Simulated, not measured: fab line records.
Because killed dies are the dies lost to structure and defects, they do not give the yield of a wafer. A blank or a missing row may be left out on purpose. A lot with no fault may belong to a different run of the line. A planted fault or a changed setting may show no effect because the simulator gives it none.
fab line records	flow n5-finfet
record: lots: 10	wafers: 30	last-day: 17
route steps=1938 shown GATE_CUT@514 MOL_CONTACT_COAG@535 BEOL_M4@1111 PASSIVATION@1936
lots that met no fault: from a run of the same line without faults
start-h: the number of hours between the record's first day and the start of the first shown wafer of the lot	wait-h: time in hours since the lot's previous step	" repeats the value in the row above	L1.1+2: several wafers, shown together as one row	- no value, or no start was given	* or withheld: withheld	< > ~ a bound
route shown NAME@n: a module of which the file shows steps, and the number in the route of the first	usual: mean and standard deviation over wafers with no fault	same: alike in all rows	chamber/n: place in a boat	sites: readings site by site	_std_site: the standard deviation of these	_edge_site: inner sites' mean taken away from outer sites' mean	radius-mm: for every site, how far away it sits from the centre of the wafer	mask NAME#n: copy n	behind: the last tool/chamber to shape the wafer	hold: why the lot was held/for how many hours/how that ended	device: transistor that didn't switch, given as n, p or np	end of line: tests run on the same wafers once the route is complete	a step with no rows: only its recipe	killed: at the first sort, the dies lost to defects and structure; wafer yield is something else	map: a wafer's dies, marking killed ones x, the rest . and places with no die _
set.NAME: the setting the step ran with; set.NAME@STEP: the setting that earlier step ran with	model.NAME: the simulator's own value behind a step, which no gauge read
route steps across a sampled set of lots; one table per step, one row per wafer
services: from which hour (start-h, from the record's first day; less than 0 if before it) a tool's chamber was out of use, for how many hours, and why
== steps ==
step: N5_GATE_CUT_CMP_61
recipe: stop-on: SiNx	t-overpolish-s: 3	post-cmp-clean: alkaline-brush	down-force-psi: 4	platen-rpm: 27.09	pad-velocity-m-s: 0.539
usual: motor-current-A: 12.3/1.3	slurry-flow-ml-min: 150.0/0.46
lot.wafer	tool	chamber	start-h	wait-h	motor-current-A	slurry-flow-ml-min
L579.2	cmp-03	2	92.41	0.3	12.8	149.5
L579.6	"	1	"	"	10.7	149.7
L579.5	"	2	"	"	13.2	149.7
L580.4	cmp-03	1	94.44	0.3	11.2	149.6
L580.2	"	2	"	"	12.9	149.6
L580.5	"	1	"	"	11.7	149.7
L581.4	cmp-04	2	102.12	0.4	11.6	150.9
L581.2	"	0	"	"	10.0	149.5
L581.6	"	3	"	"	12.8	150.5
L582.2	cmp-02	2	105.04	0.4	12.5	150.2
L582.3	"	1	"	"	12.1	150.4
L582.6	"	2	"	"	12.5	150.8
L583.2	cmp-03	3	113.14	0.4	11.4	149.8
L583.1	"	2	"	"	13.0	150.4
L583.6	"	0	"	"	14.2	150.1
L584.4	cmp-04	3	115.75	0.3	11.9	150.7
L584.1	"	0	"	"	10.2	149.9
L584.5	"	3	"	"	12.4	150.4
L585.3	cmp-04	1	124.77	0.4	13.5	150.2
L585.1	"	2	"	"	11.7	150.1
L585.6	"	1	"	"	13.2	149.6
L590.4	cmp-02	0	156.35	0.3	13.0	149.7
L590.6	"	3	"	"	13.7	150.3
L590.5	"	0	"	"	13.4	149.6
L593.3	cmp-03	3	175.44	0.3	11.5	150.1
L593.2	"	0	"	"	13.9	149.0
L593.4	"	1	"	"	11.4	149.4
L595.4	cmp-04	0	181.95	0.4	10.3	149.1
L595.3	"	1	"	"	14.5	149.6
L595.5	"	0	"	"	10.0	149.9
step: N5_MOL_CONTACT_COAG_CONTACT_ETCH_14
recipe: chemistry: C4F6/O2	target: SiO2	target-depth-a: 275	overetch-a: 85	mask-material: SOC	pressure-mtorr: 30	source-w: 370	bias-w: 185	Ar_flow_sccm: 300	C4F6_flow_sccm: 16	O2_flow_sccm: 10	time-s: 20	ion-energy-ev: 259.6
usual: drypump-motor-current-A: 5.7/0.43	mfc-ar-sccm: 299.9/0.93	oes-product-au: 0.63/0.037	rf-vpp-V: 693/3.6	showerhead-plenum-p-Torr: 2.88/0.1	throttle-valve-pct: 21.33/0.27
lot.wafer	tool	chamber	start-h	wait-h	drypump-motor-current-A	mfc-ar-sccm	oes-product-au	rf-hours-counter-h	rf-vpp-V	showerhead-plenum-p-Torr	throttle-valve-pct
L579.2	rie-diel-04	3	93.34	0.0	5.7	299.9	0.62	181	696	2.98	21.59
L579.5	"	3	"	"	5.7	299.2	0.62	-	698	2.98	21.60
L579.6	"	0	"	"	5.6	300.9	0.71	-	691	2.80	20.80
L580.2	rie-diel-05	1	95.61	0.0	6.5	299.2	0.60	205	688	2.76	21.56
L580.4	"	0	"	"	5.6	300.9	0.62	178	693	2.87	21.64
L580.5	"	0	"	"	5.6	300.7	0.62	-	692	2.87	21.62
L581.2	rie-diel-04	1	103.08	0.0	5.3	299.2	0.63	188	696	3.00	21.70
L581.4	"	3	"	"	5.7	302.3	0.61	185	695	2.98	21.61
L581.6	"	3	"	"	5.7	301.7	0.61	-	695	2.98	21.61
L582.2	rie-diel-04	2	105.90	0.0	6.1	300.1	0.64	164	689	2.77	21.18
L582.3	"	0	"	"	5.6	301.3	0.70	57	690	2.80	20.83
L582.6	"	1	"	"	5.3	300.4	0.63	-	694	3.00	21.71
L583.1	rie-diel-02	1	114.10	0.0	5.8	300.0	0.64	179	696	2.97	21.37
L583.2	"	2	"	"	6.4	299.8	0.73	46	698	3.05	21.18
L583.6	"	3	"	"	4.9	300.6	0.61	-	692	2.84	21.16
L584.1	rie-diel-02	1	116.78	0.0	5.8	298.5	0.62	181	696	2.97	21.37
L584.4	"	2	"	"	6.4	299.7	0.72	47	698	3.05	21.19
L584.5	"	2	"	"	6.4	299.8	0.73	-	698	3.05	21.19
L585.1	rie-diel-02	3	126.15	0.0	4.9	299.5	0.61	198	692	2.84	21.15
L585.3	"	0	"	"	5.8	300.2	0.61	225	689	2.74	21.23
L585.6	"	3	"	"	4.9	300.3	0.61	-	693	2.84	21.15
L590.4	rie-diel-04	1	157.45	0.0	5.3	299.5	0.62	206	697	2.99	21.74
L590.5	"	1	"	"	5.3	299.5	0.62	-	695	2.99	21.74
L590.6	"	2	"	"	6.1	300.3	0.64	-	689	2.76	21.18
L593.2	rie-diel-04	1	176.37	0.0	5.3	299.3	0.61	208	696	2.99	21.75
L593.3	"	3	"	"	5.7	298.4	0.60	212	697	2.97	21.63
L593.4	"	2	"	"	6.1	299.3	0.64	189	687	2.76	21.20
L595.3	rie-diel-02	3	182.84	0.0	4.9	299.9	0.60	216	693	2.83	21.17
L595.4	"	2	"	"	6.4	300.4	0.71	68	698	3.04	21.22
L595.5	"	0	"	"	5.8	300.5	0.60	-	688	2.73	21.24
step: N5_MOL_CONTACT_COAG_ETCH_15
recipe: chemistry: CH3F/O2	target: SiNx	target-depth-a: 70	mask-material: SOC	stop-on: Si:P	over-etch-frac: 0.75	ion-energy-ev: 120	pressure-mtorr: 30	source-w: 395	bias-w: 73	Ar_flow_sccm: 150	CH3F_flow_sccm: 30	O2_flow_sccm: 20
usual: drypump-motor-current-A: 5.7/0.43	mfc-ar-sccm: 150.0/0.48	oes-product-au: 0.54/0.032	rf-vpp-V: 299/5.4	showerhead-plenum-p-Torr: 2.00/0.075	throttle-valve-pct: 16.42/0.25
lot.wafer	tool	chamber	start-h	wait-h	drypump-motor-current-A	mfc-ar-sccm	oes-product-au	rf-hours-counter-h	rf-vpp-V	showerhead-plenum-p-Torr	throttle-valve-pct
L579.2	rie-diel-04	3	93.37	0.0	5.7	150.7	0.52	181	298	2.08	16.69
L579.5	"	3	"	"	5.7	150.3	0.53	-	298	2.08	16.68
L579.6	"	0	"	"	5.7	149.6	0.61	-	287	1.94	15.90
L580.2	rie-diel-05	1	95.65	0.0	6.5	150.6	0.52	205	298	1.91	16.57
L580.4	"	0	"	"	5.6	150.1	0.54	178	305	1.99	16.67
L580.5	"	0	"	"	5.6	149.6	0.53	-	306	1.99	16.68
L581.2	rie-diel-04	1	103.12	0.0	5.3	149.1	0.55	188	300	2.09	16.73
L581.4	"	3	"	"	5.7	149.6	0.52	185	298	2.07	16.68
L581.6	"	3	"	"	5.7	150.3	0.53	-	299	2.07	16.69
L582.2	rie-diel-04	2	105.93	0.0	6.1	149.7	0.56	164	293	1.92	16.23
L582.3	"	0	"	"	5.6	149.7	0.61	58	288	1.94	15.91
L582.6	"	1	"	"	5.3	149.4	0.53	-	299	2.09	16.74
L583.1	rie-diel-02	1	114.13	0.0	5.8	149.7	0.54	179	297	2.06	16.46
L583.2	"	2	"	"	6.4	150.1	0.63	46	305	2.13	16.21
L583.6	"	3	"	"	4.9	149.6	0.53	-	306	1.97	16.28
L584.1	rie-diel-02	1	116.81	0.0	5.8	150.1	0.54	181	296	2.06	16.48
L584.4	"	2	"	"	6.4	149.5	0.62	47	305	2.13	16.21
L584.5	"	2	"	"	6.4	150.1	0.63	-	307	2.13	16.21
L585.1	rie-diel-02	3	126.18	0.0	4.9	150.2	0.52	198	306	1.97	16.32
L585.3	"	0	"	"	5.8	149.1	0.52	225	299	1.90	16.33
L585.6	"	3	"	"	4.9	150.5	0.52	-	307	1.97	16.30
L590.4	rie-diel-04	1	157.48	0.0	5.3	149.3	0.53	206	301	2.08	16.77
L590.5	"	1	"	"	5.3	149.5	0.53	-	299	2.08	16.78
L590.6	"	2	"	"	6.1	150.0	0.55	-	293	1.91	16.25
L593.2	rie-diel-04	1	176.40	0.0	5.3	150.3	0.53	208	299	2.08	16.78
L593.3	"	3	"	"	5.8	149.5	0.52	212	298	2.06	16.74
L593.4	"	2	"	"	6.1	149.7	0.54	189	292	1.91	16.28
L595.3	rie-diel-02	3	182.87	0.0	4.9	149.3	0.52	216	308	1.96	16.34
L595.4	"	2	"	"	6.4	149.9	0.60	68	305	2.12	16.26
L595.5	"	0	"	"	5.8	149.7	0.51	-	299	1.89	16.37
step: N5_MOL_CONTACT_COAG_IMPLANT_129
recipe: species: Ge	energy-kev: 3	dose-cm2: 6e+14	tilt-deg: 0	rotation-deg: 0
usual: beam-energy-keV: 3.0001/0.00079	end-station-pressure-torr: 5.9e-06/3.1e-07
lot.wafer	tool	chamber	start-h	wait-h	beam-energy-keV	end-station-pressure-torr
L579.2	implanter-02	0	93.66	0.1	3.0004	6.2e-06
L579.5	"	0	"	"	2.9999	6.2e-06
L579.6	"	0	"	"	2.9999	5.9e-06
L580.2	implanter-02	0	95.89	0.1	2.9999	5.9e-06
L580.4	"	0	"	"	3.0011	5.4e-06
L580.5	"	0	"	"	3.0005	5.8e-06
L581.2	implanter-01	0	103.36	0.1	3.0001	5.2e-06
L581.4	"	0	"	"	3.0012	5.8e-06
L581.6	"	0	"	"	3.0011	6.5e-06
L582.2	implanter-02	0	106.17	0.1	1.3513	1.05e-05
L582.3	"	0	"	"	1.3504	9.7e-06
L582.6	"	0	"	"	1.3489	1.07e-05
L583.1	implanter-02	0	114.34	0.0	1.3504	1.04e-05
L583.2	"	0	"	"	1.3497	9.3e-06
L583.6	"	0	"	"	1.3494	1e-05
L584.1	implanter-02	0	117.03	0.0	1.3497	1.04e-05
L584.4	"	0	"	"	1.3501	9.8e-06
L584.5	"	0	"	"	1.3504	9.3e-06
L585.1	implanter-02	0	126.40	0.0	1.3502	1.03e-05
L585.3	"	0	"	"	1.3507	9.9e-06
L585.6	"	0	"	"	1.3519	1e-05
L590.4	implanter-01	0	157.78	0.1	2.9970	5.6e-06
L590.5	"	0	"	"	3.0010	5.4e-06
L590.6	"	0	"	"	3.0000	5.7e-06
L593.2	implanter-01	0	176.66	0.1	2.9995	5.8e-06
L593.3	"	0	"	"	2.9988	6.1e-06
L593.4	"	0	"	"	2.9988	6.1e-06
L595.3	implanter-01	0	183.14	0.1	3.0006	6.3e-06
L595.4	"	0	"	"	3.0005	5.9e-06
L595.5	"	0	"	"	3.0013	6.1e-06
step: N5_BEOL_M4_RC_MEAS_101
usual: DIBL_N: 36.6/1.9	DIBL_P: 36.7/2.2	IOFF_N: 0.16/0.035	IOFF_P: 0.22/0.038	ION_N: 672/14	ION_P: 462/8.3	RC_DENSE_N: 19.0/0.51	RC_DENSE_P: 23.7/0.62	RC_N: 15.5/0.41	RC_P: 19.3/0.48	SS_N: 71.6/0.65	SS_P: 73.5/0.72	VT_N: 250/3.5	VT_P: -250/3.1
lot.wafer	tool	chamber	start-h	wait-h	DIBL_N[mV/V]	DIBL_P[mV/V]	IOFF_N[nA/um]	IOFF_P[nA/um]	ION_N[uA/um]	ION_P[uA/um]	RC_DENSE_N[ohm.um]	RC_DENSE_P[ohm.um]	RC_N[ohm.um]	RC_P[ohm.um]	SS_N[mV/dec]	SS_P[mV/dec]	VT_N[mV]	VT_P[mV]
L580.2	prober-02	0	202.64	0.2	37.8	36.2	0.15	0.21	666	459	18.7	23.6	15.2	19.0	71.6	72.7	250	-249
L580.4	"	0	"	"	42.0	40.1	0.27	0.27	682	458	19.5	24.5	16.1	20.2	73.9	74.7	245	-249
L580.5	"	0	"	"	34.8	33.9	0.13	0.18	680	468	19.0	24.1	15.6	19.6	71.1	72.6	252	-251
L579.2	prober-01	0	203.17	0.2	39.2	40.5	0.22	0.34	686	483	19.0	23.7	15.6	19.4	71.1	74.5	243	-239
L579.5	"	0	"	"	37.5	39.0	0.17	0.29	677	471	19.5	24.3	15.8	19.7	71.0	73.9	247	-244
L579.6	"	0	"	"	33.2	32.6	0.10	0.18	646	455	19.2	23.8	15.7	19.3	69.9	72.5	255	-252
L583.1	prober-02	0	207.69	0.0	36.5	36.7	0.15	0.19	648	445	23.4	28.7	18.9	23.5	71.6	73.3	254	-258
L583.2	"	0	"	"	34.4	34.7	0.12	0.16	662	451	23.8	29.6	19.4	23.6	71.0	72.7	254	-257
L583.6	"	0	"	"	33.4	32.6	0.11	0.14	645	440	23.1	28.6	18.7	23.1	70.7	71.6	257	-257
L581.2	prober-02	0	218.38	0.2	37.3	37.3	0.16	0.25	690	480	18.6	23.0	15.2	18.9	71.2	73.6	248	-247
L581.4	"	0	"	"	33.2	32.7	0.11	0.18	685	474	18.9	23.5	15.5	19.1	70.0	72.5	253	-250
L581.6	"	0	"	"	34.2	34.5	0.13	0.20	676	477	18.7	23.2	15.3	18.9	70.5	72.5	251	-249
L584.1	prober-02	0	222.91	0.0	35.6	35.6	0.12	0.20	649	460	23.6	28.9	19.1	23.2	71.6	72.9	255	-250
L584.4	"	0	"	"	37.4	37.6	0.16	0.22	647	445	23.7	29.0	19.2	23.5	72.3	73.5	252	-251
L584.5	"	0	"	"	34.8	36.4	0.13	0.21	657	460	23.8	29.7	19.4	23.9	70.8	73.2	253	-248
L590.4	prober-01	0	254.94	0.5	32.7	34.8	0.12	0.18	655	459	19.0	23.5	15.6	19.3	70.9	72.7	252	-252
L590.5	"	0	"	"	36.4	38.2	0.18	0.23	670	466	18.9	23.3	15.3	19.1	72.2	73.1	249	-249
L590.6	"	0	"	"	33.4	34.6	0.12	0.18	665	460	17.9	22.4	14.6	18.2	71.6	72.6	253	-252
L593.2	prober-02	0	279.73	0.2	34.9	35.8	0.13	0.18	671	456	18.9	24.0	15.4	19.3	72.0	73.1	253	-253
L593.3	"	0	"	"	36.9	37.6	0.18	0.22	673	454	19.0	23.9	15.6	19.6	72.6	73.7	250	-250
L593.4	"	0	"	"	36.8	38.6	0.17	0.24	672	463	18.1	23.0	14.9	18.7	71.8	73.5	249	-248
L595.3	prober-01	0	291.31	0.3	38.8	40.6	0.21	0.29	670	462	19.1	23.6	15.5	19.4	72.3	74.8	247	-244
L595.4	"	0	"	"	35.6	36.4	0.15	0.21	656	456	19.4	24.2	15.9	19.8	71.5	72.8	253	-249
L595.5	"	0	"	"	38.5	40.4	0.21	0.30	670	467	19.0	23.9	15.7	19.5	72.9	74.9	245	-247
step: N5_PASSIVATION_PROBE_49
usual: defect-limited-yield: 91.6/1.4	killed_at_M0_to_M3: 35/10	killed_at_M4_up: 13/4.8	killed-at-contacts: 12/7.2	killed-at-front-end: 36/12	killed-at-other: 4/3.1	killed-dies: 100/17	killed-open: 66/13	killed-short: 32/7.3	sort_bin_4_leakage: 0.00/0.0099	sort_bin_5_function: 5.0/0.94	sort_bin_6_memory: 3.1/0.67	sort_bin_8_speed: 0.01/0.047	sort-n-pass: 1080/17	sort-yield-pct: 91.6/1.4
same: gross-dies: 1180	killed-at-back-side: 0
lot.wafer	tool	chamber	start-h	wait-h	defect-limited-yield[%]	killed_at_M0_to_M3	killed_at_M4_up	killed-at-contacts	killed-at-front-end	killed-at-other	killed-dies	killed-open	killed-short	sort_bin_4_leakage[%]	sort_bin_5_function[%]	sort_bin_6_memory[%]	sort_bin_8_speed[%]	sort-n-pass	sort-yield-pct[%]
L595.3	prober-01	-	412.19	0.1	93.0	18	10	12	39	4	83	58	25	0	4.7	2.3	0	1097	93.0
L595.4	prober-01	-	412.24	0.2	92.0	33	7	16	35	3	94	56	38	0	5.1	2.8	0	1086	92.0
L595.5	prober-01	-	412.29	0.2	94.0	38	8	5	20	0	71	41	30	0	3.3	2.5	0	1109	94.0
killed by level:class
L595.3 STI_FIN_REVEAL:geometric-particle:open=13 MOL_CONTACT_COAG:geometric-particle:open=8 BEOL_M0_SAQP:geometric-particle:short=5 BEOL_M3:geometric-particle:open=5 GATE_CUT:geometric-particle:short=4 MOL_CONTACT_COAG:geometric-particle:short=4 BEOL_M0_SAQP:geometric-particle:open=4 STI_FIN_REVEAL:geometric-particle:short=3
L595.4 STI_FIN_REVEAL:geometric-particle:open=13 MOL_CONTACT_COAG:geometric-particle:open=12 FIN_SAQP:geometric-particle:short=10 BEOL_M0_SAQP:geometric-particle:short=7 BEOL_M0_SAQP:geometric-particle:open=7 BEOL_M1:geometric-particle:open=5 BEOL_M3:geometric-particle:open=5 GATE_CUT:geometric-particle:short=4
L595.5 BEOL_M0_SAQP:geometric-particle:open=18 BEOL_M0_SAQP:geometric-particle:short=11 FIN_SAQP:geometric-particle:short=5 BEOL_M4:geometric-particle:open=5 STARTING-WAFER:geometric-particle:short=4 BEOL_M2:geometric-particle:open=4 DUMMY_GATE:geometric-particle:open=3 MOL_CONTACT_COAG:geometric-particle:short=3
== services ==
tool	chamber	start-h	hours	kind
rie-diel-05	-	70.86	2.8	pm
implanter-02	-	78.44	4.1	repair
cmp-03	-	81.09	2.1	repair
implanter-01	-	89.63	10.3	repair
cmp-02	-	102.04	0.2	repair
cmp-02	-	105.39	0.4	repair
implanter-02	-	108.62	3.7	pm
cmp-04	-	112.66	1.5	repair
rie-diel-05	-	117.75	0.6	repair
implanter-02	-	120.52	3.8	pm
cmp-03	-	123.06	10.0	repair
rie-diel-05	-	126.84	0.3	repair
rie-diel-04	0	146.11	2.5	repair
cmp-04	-	172.74	4.0	pm
cmp-04	-	176.74	-	consumable-replace:conditioner
cmp-04	-	176.74	-	consumable-replace:pad
== key ==
first-sign: step: N5_MOL_CONTACT_COAG_IMPLANT_129	reading: beam-energy-keV	direction: down	sigmas: 99+	usual: 3.0001	struck: 1.3503
effect: step: N5_MOL_CONTACT_COAG_IMPLANT_129	reading: end-station-pressure-torr	direction: up	sigmas: 14	usual: 5.9e-06	struck: 1e-05
effect: step: N5_BEOL_M4_RC_MEAS_101	reading: RC_N	direction: up	sigmas: 8.9	usual: 15.5	struck: 19.1
effect: step: N5_BEOL_M4_RC_MEAS_101	reading: RC_DENSE_N	direction: up	sigmas: 8.9	usual: 19.0	struck: 23.6
effect: step: N5_BEOL_M4_RC_MEAS_101	reading: RC_P	direction: up	sigmas: 8.7	usual: 19.3	struck: 23.5
effect: step: N5_BEOL_M4_RC_MEAS_101	reading: RC_DENSE_P	direction: up	sigmas: 8.6	usual: 23.7	struck: 29.1
met-at N5_MOL_CONTACT_COAG_IMPLANT_129
struck-lots L582,L583,L584,L585
rows-end L582.2,L582.3,L582.6,L584.1,L584.4,L584.5,L585.1,L585.3,L585.6
not-acting-at N5_GATE_CUT_CMP_61,N5_MOL_CONTACT_COAG_CONTACT_ETCH_14,N5_MOL_CONTACT_COAG_ETCH_15
onset-between 95.89 106.17
fault: kind: process-parameter-drift	tool: implanter-02	chamber: -	onset-h: 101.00	steps: N5_MOL_CONTACT_COAG_IMPLANT_129	channel: energy-kev	offset: -1.6498	shape: step	acts-in: these-recipes-only	stated: 3
rows-end: these wafers met a further fault down the route, and their rows from its step on are left out
